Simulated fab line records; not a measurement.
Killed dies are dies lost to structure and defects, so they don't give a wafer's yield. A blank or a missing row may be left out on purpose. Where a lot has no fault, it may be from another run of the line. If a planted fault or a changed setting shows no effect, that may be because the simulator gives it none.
fab line records -- flow n5Finfet -- part 1 of 2: steps 1 to 4 of 6
record: lots: 22, wafers: 66, lastDay: 17
route steps=1938 shown BEOL_M7@1278 BEOL_M8@1377 BEOL_M9@1414
lots untouched by any fault: they come from a run of this same line in which no faults occurred
startH: hours from the record's opening day to when the first of the lot's shown wafers began -- waitH: hours from the lot's prior step to this one -- " same as the row above -- L1.1+2: several wafers, shown together as one row -- - no value, or no start was given -- * or withheld: withheld -- < > ~ a bound
route shown NAME@n: names a module that has steps shown in the file, with the first one's number in the route -- usual: mean/standard deviation of fault-free wafers -- same: alike in all rows -- chamber/n: place in a boat -- sites: per-site readings -- _std_site: the standard deviation of these -- _edge_site: inner sites' mean taken away from outer sites' mean -- radiusMm: for every site, how far away it sits from the centre of the wafer -- mask NAME#n: copy n -- behind: the last tool/chamber to shape the wafer -- hold: cause of the lot's hold/its duration in hours/its outcome -- device: the n, p or np transistor that did not switch -- end of line: tests run on the same wafers once the route is complete -- for a step that has no rows: nothing shown but its recipe -- killed: the dies lost at the first sort to structure and to defects; this is not the yield of the wafer -- map: per-die view of a wafer (x killed, . not killed, _ where there is no die)
set.NAME: the run value of the setting; set.NAME@STEP: its run value at that earlier step -- model.NAME: the simulator's own value behind a step, which no gauge read
a sample of lots followed through the steps of the route, with each step as a table and each wafer as a row
services: the hour from which a tool's chamber was out of use, counted from the record's first day as startH (under 0 if before that day), plus the number of hours and why
== steps ==
step: N5_BEOL_M7_INSPECT_13
recipe: mode: adi, inspectInstrument: brightfield
usual: rawDefectCount: 412/93
lot.wafer,tool,chamber,startH,waitH,rawDefectCount
L074.4,defectInspect-01,-,177.44,0.0,496
L074.5,defectInspect-01,-,177.44,0.0,353
L074.6,defectInspect-01,-,177.44,0.0,467
L075.2,defectInspect-02,-,194.40,0.0,224
L075.3,defectInspect-02,-,194.40,0.0,259
L075.4,defectInspect-02,-,194.40,0.0,305
L076.1,defectInspect-02,-,199.37,0.0,318
L076.3,defectInspect-02,-,199.37,0.0,415
L076.4,defectInspect-02,-,199.37,0.0,482
L077.2,defectInspect-02,-,199.74,0.0,318
L077.4,defectInspect-02,-,199.74,0.0,473
L077.5,defectInspect-02,-,199.74,0.0,519
L078.1,defectInspect-02,-,215.30,0.0,370
L078.2,defectInspect-02,-,215.30,0.0,325
L078.4,defectInspect-02,-,215.30,0.0,335
L079.2,defectInspect-02,-,217.99,0.0,381
L079.3,defectInspect-02,-,217.99,0.0,415
L079.5,defectInspect-02,-,217.99,0.0,397
L081.2,defectInspect-01,-,226.12,0.0,601
L081.3,defectInspect-01,-,226.12,0.0,274
L081.5,defectInspect-01,-,226.12,0.0,448
L082.1,defectInspect-02,-,241.89,0.0,409
L082.4,defectInspect-02,-,241.89,0.0,367
L082.6,defectInspect-02,-,241.89,0.0,392
L083.1,defectInspect-01,-,244.05,0.0,503
L083.2,defectInspect-01,-,244.05,0.0,495
L083.5,defectInspect-01,-,244.05,0.0,453
L084.1,defectInspect-01,-,245.39,0.0,503
L084.2,defectInspect-01,-,245.39,0.0,494
L084.4,defectInspect-01,-,245.39,0.0,564
L085.2,defectInspect-02,-,248.38,0.0,472
L085.5,defectInspect-02,-,248.38,0.0,316
L085.6,defectInspect-02,-,248.38,0.0,375
L086.1,defectInspect-01,-,269.38,0.0,445
L086.3,defectInspect-01,-,269.38,0.0,395
L086.4,defectInspect-01,-,269.38,0.0,491
L088.3,defectInspect-01,-,272.98,0.0,520
L088.5,defectInspect-01,-,272.98,0.0,439
L088.6,defectInspect-01,-,272.98,0.0,537
L087.3,defectInspect-01,-,274.04,0.0,315
L087.4,defectInspect-01,-,274.04,0.0,206
L087.6,defectInspect-01,-,274.04,0.0,269
L089.4,defectInspect-02,-,280.14,0.0,409
L089.5,defectInspect-02,-,280.14,0.0,444
L089.6,defectInspect-02,-,280.14,0.0,308
L090.3,defectInspect-02,-,292.18,0.0,437
L090.5,defectInspect-02,-,292.18,0.0,530
L090.6,defectInspect-02,-,292.18,0.0,474
L092.1,defectInspect-01,-,297.73,0.0,421
L092.3,defectInspect-01,-,297.73,0.0,457
L092.6,defectInspect-01,-,297.73,0.0,524
L094.1,defectInspect-02,-,300.96,0.0,312
L094.2,defectInspect-02,-,300.96,0.0,290
L094.6,defectInspect-02,-,300.96,0.0,321
L093.2,defectInspect-01,-,305.48,0.0,432
L093.4,defectInspect-01,-,305.48,0.0,376
L093.6,defectInspect-01,-,305.48,0.0,445
L091.1,defectInspect-02,-,311.87,0.0,268
L091.4,defectInspect-02,-,311.87,0.0,388
L091.5,defectInspect-02,-,311.87,0.0,244
L096.1,defectInspect-01,-,332.71,0.0,435
L096.2,defectInspect-01,-,332.71,0.0,520
L096.6,defectInspect-01,-,332.71,0.0,512
L097.1,defectInspect-01,-,344.61,0.0,301
L097.3,defectInspect-01,-,344.61,0.0,415
L097.5,defectInspect-01,-,344.61,0.0,407
step: N5_BEOL_M7_ETCH_65
recipe: chemistry: CF4, target: SiARC, targetDepthA: 156, maskMaterial: CAR-EUV, timeS: 26, ionEnergyEv: 80, pressureMtorr: 40, sourceW: 545, biasW: 36, Ar_flow_sccm: 100, cf4FlowSccm: 100, ends: cleared
usual: drypumpMotorCurrentA: 5.5/0.46, etchRfOnTimeS: 25.9/0.71, oesProductAu: 0.70/0.097, rfVppV: 183.7/1.2, showerheadPlenumPTorr: 2.12/0.077, throttleValvePct: 15.4/0.33
lot.wafer,tool,chamber,startH,waitH,drypumpMotorCurrentA,etchRfOnTimeS,oesProductAu,rfHoursCounterH,rfVppV,showerheadPlenumPTorr,throttleValvePct
L074.4,rieDiel-04,1,179.36,0.0,5.0,26.5,0.61,168,182.9,2.05,15.6
L074.5,rieDiel-04,2,179.36,0.0,6.3,25.3,0.61,-,182.8,2.12,15.9
L074.6,rieDiel-04,1,179.36,0.0,5.0,26.4,0.62,-,183.7,2.05,15.6
L075.2,rieDiel-04,3,195.37,0.0,6.1,25.3,0.67,132,181.8,2.06,15.6
L075.3,rieDiel-04,0,195.37,0.0,5.1,25.6,0.61,214,181.9,2.03,15.5
L075.4,rieDiel-04,2,195.37,0.0,6.3,25.0,0.61,223,184.4,2.11,15.9
L076.1,rieDiel-05,2,203.73,0.0,5.7,26.2,0.57,247,184.5,2.20,15.5
L076.3,rieDiel-05,3,203.73,0.0,5.0,24.8,0.88,0,183.6,2.10,14.9
L076.4,rieDiel-05,0,203.73,0.0,5.5,25.6,0.76,53,183.2,2.17,15.1
L077.2,rieDiel-04,2,203.91,0.0,6.3,25.0,0.61,225,184.3,2.11,15.9
L077.4,rieDiel-04,1,203.91,0.0,5.0,26.4,0.61,174,183.5,2.05,15.6
L077.5,rieDiel-04,3,203.91,0.0,6.1,25.5,0.66,-,183.1,2.06,15.7
L078.1,rieDiel-04,3,216.38,0.0,6.1,25.8,0.66,137,183.5,2.06,15.7
L078.2,rieDiel-04,2,216.38,0.0,6.3,25.1,0.61,229,185.9,2.11,15.9
L078.4,rieDiel-04,0,216.38,0.0,5.1,25.9,0.60,220,182.7,2.03,15.6
L079.2,rieDiel-04,3,219.40,0.0,6.1,25.7,0.65,138,183.8,2.06,15.7
L079.3,rieDiel-04,0,219.40,0.0,5.1,25.9,0.60,221,184.3,2.03,15.6
L079.5,rieDiel-04,2,219.40,0.0,6.3,25.0,0.61,-,183.2,2.11,15.9
L081.2,rieDiel-05,0,227.16,0.0,5.6,25.7,0.74,61,184.2,2.17,15.1
L081.3,rieDiel-05,3,227.16,0.0,5.0,24.9,0.84,7,183.2,2.09,14.9
L081.5,rieDiel-05,2,227.16,0.0,5.7,26.4,0.56,-,184.8,2.20,15.5
L082.1,rieDiel-05,2,243.07,0.0,5.7,26.7,0.56,260,184.1,2.20,15.5
L082.4,rieDiel-05,2,243.07,0.0,5.7,26.6,0.55,-,184.2,2.20,15.5
L082.6,rieDiel-05,3,243.07,0.0,5.0,25.2,0.83,-,184.2,2.09,14.9
L083.1,rieDiel-04,3,245.31,0.0,6.1,26.1,0.64,147,183.2,2.06,15.7
L083.2,rieDiel-04,0,245.31,0.0,5.1,26.0,0.59,229,183.7,2.03,15.6
L083.5,rieDiel-04,2,245.31,0.0,6.3,25.3,0.59,-,184.3,2.11,16.0
L084.1,rieDiel-05,0,247.04,0.0,5.5,25.8,0.73,68,183.9,2.17,15.1
L084.2,rieDiel-05,1,247.04,0.0,5.8,27.2,0.82,1,184.8,2.27,15.1
L084.4,rieDiel-05,3,247.04,0.0,5.0,24.8,0.83,-,184.8,2.09,14.9
L085.2,rieDiel-05,3,250.08,0.0,5.0,25.4,0.81,16,184.8,2.09,14.9
L085.5,rieDiel-05,3,250.08,0.0,5.0,25.0,0.82,-,184.4,2.09,14.9
L085.6,rieDiel-05,1,250.08,0.0,5.8,27.1,0.83,-,183.3,2.27,15.1
L086.1,rieDiel-04,0,272.44,0.0,5.1,25.5,0.60,237,181.7,2.02,15.6
L086.3,rieDiel-04,1,272.44,0.0,5.0,26.6,0.59,194,183.5,2.04,15.7
L086.4,rieDiel-04,2,272.44,0.0,6.3,25.2,0.59,246,183.1,2.11,16.0
L088.3,rieDiel-04,1,274.15,0.0,5.0,26.9,0.60,194,183.5,2.04,15.7
L088.5,rieDiel-04,0,274.15,0.0,5.1,26.1,0.59,-,183.3,2.02,15.6
L088.6,rieDiel-04,3,274.15,0.0,6.1,26.1,0.63,-,183.0,2.06,15.7
L087.3,rieDiel-05,1,275.38,0.0,5.8,27.1,0.79,11,185.6,2.27,15.1
L087.4,rieDiel-05,3,275.38,0.0,5.0,25.6,0.78,24,183.2,2.09,14.9
L087.6,rieDiel-05,3,275.38,0.0,5.0,25.2,0.79,-,182.2,2.09,15.0
L089.4,rieDiel-05,0,284.41,0.0,5.5,25.8,0.71,81,184.0,2.16,15.1
L089.5,rieDiel-05,0,284.41,0.0,5.6,25.9,0.72,-,184.3,2.16,15.1
L089.6,rieDiel-05,3,284.41,0.0,5.0,25.2,0.79,-,183.1,2.09,15.0
L090.3,rieDiel-05,0,293.32,0.0,5.5,26.3,0.71,83,184.3,2.16,15.2
L090.5,rieDiel-05,2,293.32,0.0,5.7,25.6,0.83,-,186.1,2.19,15.0
L090.6,rieDiel-05,1,293.32,0.0,5.8,27.2,0.78,-,184.8,2.27,15.1
L092.1,rieDiel-04,0,299.99,0.0,5.1,25.8,0.59,246,181.3,2.02,15.6
L092.3,rieDiel-04,1,299.99,0.0,5.0,27.0,0.58,203,182.2,2.04,15.7
L092.6,rieDiel-04,3,299.99,0.0,6.1,26.1,0.63,-,182.1,2.05,15.7
L094.1,rieDiel-05,2,302.78,0.0,5.7,25.5,0.82,10,183.8,2.19,15.0
L094.2,rieDiel-05,1,302.78,0.0,5.8,27.3,0.77,17,186.5,2.27,15.1
L094.6,rieDiel-05,2,302.78,0.0,5.7,25.7,0.81,-,185.3,2.19,15.0
L093.2,rieDiel-05,0,307.46,0.0,5.5,26.2,0.69,87,183.9,2.16,15.2
L093.4,rieDiel-05,3,307.46,0.0,5.0,25.1,0.79,34,181.8,2.09,14.9
L093.6,rieDiel-05,1,307.46,0.0,5.8,27.2,0.77,-,185.7,2.26,15.1
L091.1,rieDiel-04,3,312.89,0.0,6.1,25.9,0.63,171,182.8,2.05,15.7
L091.4,rieDiel-04,2,312.89,0.0,6.3,24.4,0.87,-,184.1,2.11,15.5
L091.5,rieDiel-04,1,312.89,0.0,5.0,26.5,0.59,-,182.2,2.04,15.7
L096.1,rieDiel-05,3,336.47,0.0,5.0,25.3,0.77,41,182.0,2.08,15.0
L096.2,rieDiel-05,2,336.47,0.0,5.7,26.0,0.79,19,183.2,2.19,15.1
L096.6,rieDiel-05,3,336.47,0.0,5.0,25.3,0.77,-,182.0,2.08,15.0
L097.1,rieDiel-04,3,345.93,0.0,6.1,25.9,0.63,183,185.1,2.05,15.7
L097.3,rieDiel-04,1,345.93,0.0,5.0,26.7,0.57,222,183.9,2.04,15.7
L097.5,rieDiel-04,3,345.93,0.0,6.1,26.0,0.62,-,182.8,2.05,15.8
step: N5_BEOL_M8_TRENCH_ETCH_37
recipe: chemistry: C4F6/O2, targetDepthA: 934.78, target: SiCOH_lowk, timeS: 31.2, ionEnergyEv: 250, pressureMtorr: 30, sourceW: 345, biasW: 185, Ar_flow_sccm: 300, C4F6_flow_sccm: 10, O2_flow_sccm: 10
usual: O2_flow_sccm: 10.00/0.033, drypumpMotorCurrentA: 5.6/0.54, oesProductAu: 0.82/0.057, rfVppV: 666/7, showerheadPlenumPTorr: 2.87/0.11, throttleValvePct: 20.87/0.14
lot.wafer,tool,chamber,startH,waitH,O2_flow_sccm,drypumpMotorCurrentA,oesProductAu,rfHoursCounterH,rfVppV,showerheadPlenumPTorr,throttleValvePct
L074.4,rieDiel-02,0,-,-,10.00,5.8,0.85,45,659,2.91,20.67
L074.5,rieDiel-02,1,-,-,9.95,5.6,0.83,-,662,2.86,20.57
L074.6,rieDiel-02,2,-,-,10.01,5.8,0.80,-,654,2.98,20.74
L075.2,rieDiel-02,1,-,-,9.97,5.6,0.83,73,661,2.86,20.56
L075.3,rieDiel-02,2,-,-,10.01,5.8,0.80,91,654,2.98,20.77
L075.4,rieDiel-02,0,-,-,9.99,5.8,0.85,52,657,2.90,20.67
L077.2,rieDiel-01,0,-,-,10.02,6.1,0.71,242,656,2.70,21.22
L077.4,rieDiel-01,1,-,-,10.03,5.3,0.69,231,664,2.81,21.03
L077.5,rieDiel-01,2,-,-,10.02,6.4,0.92,-,658,2.78,20.70
L076.1,rieDiel-01,2,-,-,10.00,6.4,0.91,11,660,2.78,20.70
L076.3,rieDiel-01,3,-,-,9.96,5.8,0.83,54,667,2.76,20.89
L076.4,rieDiel-01,1,-,-,10.00,5.3,0.67,231,664,2.81,21.03
L078.1,rieDiel-02,3,-,-,10.04,4.7,0.80,89,662,2.74,20.97
L078.2,rieDiel-02,1,-,-,9.99,5.6,0.80,79,661,2.86,20.59
L078.4,rieDiel-02,0,-,-,10.02,5.8,0.83,58,658,2.90,20.68
L079.2,rieDiel-06,2,-,-,9.98,5.4,0.86,53,671,3.01,21.04
L079.3,rieDiel-06,1,-,-,9.98,6.7,0.78,127,664,2.73,20.94
L079.5,rieDiel-06,2,-,-,9.98,5.5,0.86,-,671,3.01,21.03
L081.2,rieDiel-06,0,-,-,10.02,5.3,0.87,38,675,3.01,20.89
L081.3,rieDiel-06,1,-,-,10.04,6.7,0.78,128,666,2.72,20.91
L081.5,rieDiel-06,3,-,-,9.97,5.1,0.85,-,680,2.98,20.85
L082.1,rieDiel-06,3,-,-,9.95,5.1,0.83,75,680,2.98,20.85
L082.4,rieDiel-06,1,-,-,9.96,6.7,0.77,132,665,2.72,20.93
L082.6,rieDiel-06,1,-,-,10.04,6.7,0.77,-,666,2.72,20.93
L083.1,rieDiel-02,2,-,-,10.07,5.8,0.78,107,653,2.97,20.78
L083.2,rieDiel-02,0,-,-,10.01,5.8,0.82,71,658,2.90,20.71
L083.5,rieDiel-02,2,-,-,10.06,5.8,0.77,-,654,2.97,20.77
L084.1,rieDiel-06,1,-,-,10.01,6.6,0.77,134,665,2.72,20.93
L084.2,rieDiel-06,3,-,-,9.94,5.1,0.83,76,681,2.98,20.84
L084.4,rieDiel-06,2,-,-,10.06,5.5,0.86,60,670,3.01,21.04
L085.2,rieDiel-06,0,-,-,10.02,5.3,0.85,46,673,3.00,20.91
L085.5,rieDiel-06,2,-,-,9.97,5.4,0.85,-,671,3.01,21.05
L085.6,rieDiel-06,3,-,-,9.94,5.1,0.82,-,681,2.97,20.85
L086.1,rieDiel-02,1,-,-,9.98,5.6,0.80,94,661,2.85,20.61
L086.3,rieDiel-02,0,-,-,10.02,5.8,0.81,85,659,2.89,20.72
L086.4,rieDiel-02,1,-,-,9.99,5.6,0.80,-,662,2.85,20.62
L087.3,rieDiel-06,1,-,-,9.94,6.7,0.76,145,664,2.72,20.95
L087.4,rieDiel-06,0,-,-,10.01,5.3,0.83,54,673,3.00,20.90
L087.6,rieDiel-06,1,-,-,9.97,6.6,0.76,-,664,2.72,20.94
L089.4,rieDiel-06,3,-,-,9.98,5.1,0.82,88,678,2.97,20.86
L089.5,rieDiel-06,3,-,-,10.03,5.1,0.82,-,679,2.97,20.87
L089.6,rieDiel-06,2,-,-,10.04,5.4,0.85,-,671,3.00,21.08
L088.3,rieDiel-01,3,-,-,10.04,5.8,0.79,85,668,2.75,20.93
L088.5,rieDiel-01,1,-,-,10.00,5.3,0.99,-,664,2.80,20.75
L088.6,rieDiel-01,0,-,-,9.96,6.2,0.95,-,666,3.04,20.85
L090.3,rieDiel-02,3,-,-,9.94,4.8,0.78,123,663,2.73,21.02
L090.5,rieDiel-02,0,-,-,10.05,5.8,0.80,-,659,2.89,20.74
L090.6,rieDiel-02,3,-,-,9.95,4.8,0.77,-,663,2.73,21.02
L092.1,rieDiel-06,0,-,-,9.97,5.3,0.83,61,671,3.00,20.93
L092.3,rieDiel-06,1,-,-,9.96,6.7,0.76,152,664,2.71,20.97
L092.6,rieDiel-06,0,-,-,9.99,5.3,0.84,-,672,3.00,20.91
L094.1,rieDiel-01,2,-,-,10.03,6.3,0.85,48,659,2.77,20.75
L094.2,rieDiel-01,0,-,-,10.01,6.1,0.93,12,668,3.03,20.85
L094.6,rieDiel-01,3,-,-,10.06,5.7,0.79,-,666,2.75,20.95
L093.2,rieDiel-02,1,-,-,9.96,5.6,0.78,108,661,2.84,20.62
L093.4,rieDiel-02,3,-,-,9.97,4.7,0.76,-,661,2.72,21.01
L093.6,rieDiel-02,1,-,-,9.92,5.6,0.79,-,661,2.84,20.62
L091.1,rieDiel-01,0,-,-,10.07,6.1,0.91,15,665,3.03,20.84
L091.4,rieDiel-01,2,-,-,10.01,6.4,0.84,51,661,2.77,20.76
L091.5,rieDiel-01,1,-,-,10.01,5.3,0.95,-,664,2.79,20.76
L096.1,rieDiel-06,1,-,-,10.00,6.7,0.75,164,664,2.71,20.97
L096.2,rieDiel-06,2,-,-,10.05,5.5,0.83,91,670,2.99,21.12
L096.6,rieDiel-06,2,-,-,10.05,5.4,0.83,-,670,2.99,21.08
L097.1,rieDiel-06,3,-,-,10.00,5.2,0.80,108,680,2.96,20.90
L097.3,rieDiel-06,0,-,-,9.99,5.3,0.82,76,673,2.99,20.95
L097.5,rieDiel-06,2,-,-,9.98,5.4,0.82,-,671,2.99,21.10
step: N5_BEOL_M8_ETCH_41
recipe: chemistry: CH3F/O2, target: SiCN, targetDepthA: 319, taperDeg: 2, timeS: 57.8, ionEnergyEv: 120, maskMaterial: TiN, pressureMtorr: 30, sourceW: 395, biasW: 75, Ar_flow_sccm: 150, CH3F_flow_sccm: 30, O2_flow_sccm: 20
usual: O2_flow_sccm: 19.99/0.063, drypumpMotorCurrentA: 5.6/0.54, oesProductAu: 0.82/0.057, rfVppV: 297.8/1.8, showerheadPlenumPTorr: 2.02/0.082, throttleValvePct: 16.26/0.15
lot.wafer,tool,chamber,startH,waitH,O2_flow_sccm,drypumpMotorCurrentA,oesProductAu,rfHoursCounterH,rfVppV,showerheadPlenumPTorr,throttleValvePct
L074.4,rieDiel-02,0,-,-,19.99,5.8,0.85,45,298.7,2.04,16.02
L074.5,rieDiel-02,1,-,-,20.01,5.6,0.84,-,298.3,2.01,15.99
L074.6,rieDiel-02,2,-,-,20.05,5.7,0.80,-,300.9,2.10,16.17
L075.2,rieDiel-02,1,-,-,20.05,5.6,0.82,73,298.1,2.01,16.00
L075.3,rieDiel-02,2,-,-,20.01,5.8,0.80,91,299.3,2.10,16.17
L075.4,rieDiel-02,0,-,-,19.95,5.8,0.84,52,296.0,2.04,16.05
L077.2,rieDiel-01,0,-,-,19.96,6.1,0.70,242,295.3,1.89,16.62
L077.4,rieDiel-01,1,-,-,19.96,5.3,0.68,231,295.3,1.97,16.49
L077.5,rieDiel-01,2,-,-,19.92,6.4,0.91,-,295.9,1.95,16.07
L076.1,rieDiel-01,2,-,-,19.97,6.3,0.92,11,297.3,1.95,16.07
L076.3,rieDiel-01,3,-,-,19.97,5.8,0.83,54,297.4,1.94,16.29
L076.4,rieDiel-01,1,-,-,19.91,5.3,0.68,231,296.3,1.97,16.49
L078.1,rieDiel-02,3,-,-,19.92,4.7,0.80,89,295.8,1.93,16.38
L078.2,rieDiel-02,1,-,-,20.02,5.6,0.82,79,297.2,2.01,16.00
L078.4,rieDiel-02,0,-,-,20.02,5.8,0.84,58,297.8,2.04,16.07
L079.2,rieDiel-06,2,-,-,19.99,5.4,0.86,53,301.6,2.12,16.38
L079.3,rieDiel-06,1,-,-,20.05,6.7,0.78,127,295.0,1.92,16.38
L079.5,rieDiel-06,2,-,-,19.99,5.4,0.87,-,297.3,2.12,16.38
L081.2,rieDiel-06,0,-,-,19.92,5.3,0.86,38,300.2,2.12,16.21
L081.3,rieDiel-06,1,-,-,19.93,6.6,0.77,128,296.0,1.91,16.38
L081.5,rieDiel-06,3,-,-,20.06,5.1,0.84,-,297.8,2.10,16.23
L082.1,rieDiel-06,3,-,-,19.97,5.2,0.83,75,299.4,2.10,16.23
L082.4,rieDiel-06,1,-,-,19.92,6.6,0.78,132,295.7,1.91,16.38
L082.6,rieDiel-06,1,-,-,19.86,6.7,0.77,-,294.8,1.91,16.40
L083.1,rieDiel-02,2,-,-,19.94,5.7,0.77,107,299.0,2.10,16.20
L083.2,rieDiel-02,0,-,-,19.99,5.8,0.82,71,298.2,2.03,16.07
L083.5,rieDiel-02,2,-,-,19.90,5.7,0.78,-,301.4,2.10,16.20
L084.1,rieDiel-06,1,-,-,20.05,6.7,0.77,134,295.5,1.91,16.39
L084.2,rieDiel-06,3,-,-,20.09,5.2,0.83,76,300.0,2.10,16.25
L084.4,rieDiel-06,2,-,-,19.97,5.4,0.86,60,298.6,2.12,16.40
L085.2,rieDiel-06,0,-,-,19.95,5.3,0.86,46,298.8,2.11,16.24
L085.5,rieDiel-06,2,-,-,20.00,5.4,0.85,-,298.4,2.12,16.41
L085.6,rieDiel-06,3,-,-,19.86,5.1,0.83,-,299.4,2.10,16.27
L086.1,rieDiel-02,1,-,-,19.99,5.6,0.80,94,297.5,2.00,16.04
L086.3,rieDiel-02,0,-,-,19.92,5.8,0.80,85,298.2,2.03,16.11
L086.4,rieDiel-02,1,-,-,20.00,5.6,0.80,-,296.5,2.00,16.02
L087.3,rieDiel-06,1,-,-,20.00,6.7,0.76,145,295.5,1.91,16.42
L087.4,rieDiel-06,0,-,-,20.09,5.3,0.84,54,300.9,2.11,16.25
L087.6,rieDiel-06,1,-,-,20.05,6.7,0.77,-,296.0,1.91,16.42
L089.4,rieDiel-06,3,-,-,20.01,5.1,0.82,88,298.7,2.09,16.26
L089.5,rieDiel-06,3,-,-,20.01,5.2,0.82,-,298.4,2.09,16.25
L089.6,rieDiel-06,2,-,-,20.00,5.4,0.84,-,298.7,2.11,16.41
L088.3,rieDiel-01,3,-,-,19.99,5.7,0.79,85,295.3,1.93,16.36
L088.5,rieDiel-01,1,-,-,19.99,5.3,1.00,-,296.7,1.97,16.09
L088.6,rieDiel-01,0,-,-,19.99,6.1,0.93,-,299.5,2.14,16.18
L090.3,rieDiel-02,3,-,-,20.02,4.7,0.76,123,295.9,1.92,16.45
L090.5,rieDiel-02,0,-,-,20.05,5.8,0.78,-,297.9,2.03,16.13
L090.6,rieDiel-02,3,-,-,20.07,4.7,0.77,-,296.2,1.91,16.45
L092.1,rieDiel-06,0,-,-,19.99,5.3,0.82,61,300.1,2.11,16.27
L092.3,rieDiel-06,1,-,-,19.96,6.6,0.75,152,294.1,1.91,16.42
L092.6,rieDiel-06,0,-,-,20.05,5.3,0.82,-,299.5,2.11,16.28
L094.1,rieDiel-01,2,-,-,19.75,6.4,0.84,48,297.7,1.94,16.14
L094.2,rieDiel-01,0,-,-,19.97,6.1,0.93,12,299.0,2.14,16.18
L094.6,rieDiel-01,3,-,-,19.97,5.7,0.79,-,297.6,1.93,16.36
L093.2,rieDiel-02,1,-,-,19.99,5.6,0.78,108,298.5,2.00,16.09
L093.4,rieDiel-02,3,-,-,19.99,4.7,0.76,-,296.1,1.91,16.47
L093.6,rieDiel-02,1,-,-,19.97,5.6,0.79,-,296.5,2.00,16.06
L091.1,rieDiel-01,0,-,-,20.13,6.1,0.91,15,299.9,2.14,16.19
L091.4,rieDiel-01,2,-,-,20.00,6.3,0.85,51,296.5,1.94,16.16
L091.5,rieDiel-01,1,-,-,20.01,5.3,0.96,-,296.6,1.96,16.11
L096.1,rieDiel-06,1,-,-,19.98,6.7,0.74,164,294.8,1.90,16.44
L096.2,rieDiel-06,2,-,-,20.03,5.5,0.83,91,300.3,2.11,16.45
L096.6,rieDiel-06,2,-,-,20.04,5.4,0.82,-,300.6,2.11,16.46
L097.1,rieDiel-06,3,-,-,20.05,5.1,0.80,108,299.9,2.09,16.31
L097.3,rieDiel-06,0,-,-,20.04,5.3,0.82,76,299.4,2.10,16.31
L097.5,rieDiel-06,2,-,-,20.09,5.4,0.82,-,299.7,2.11,16.47
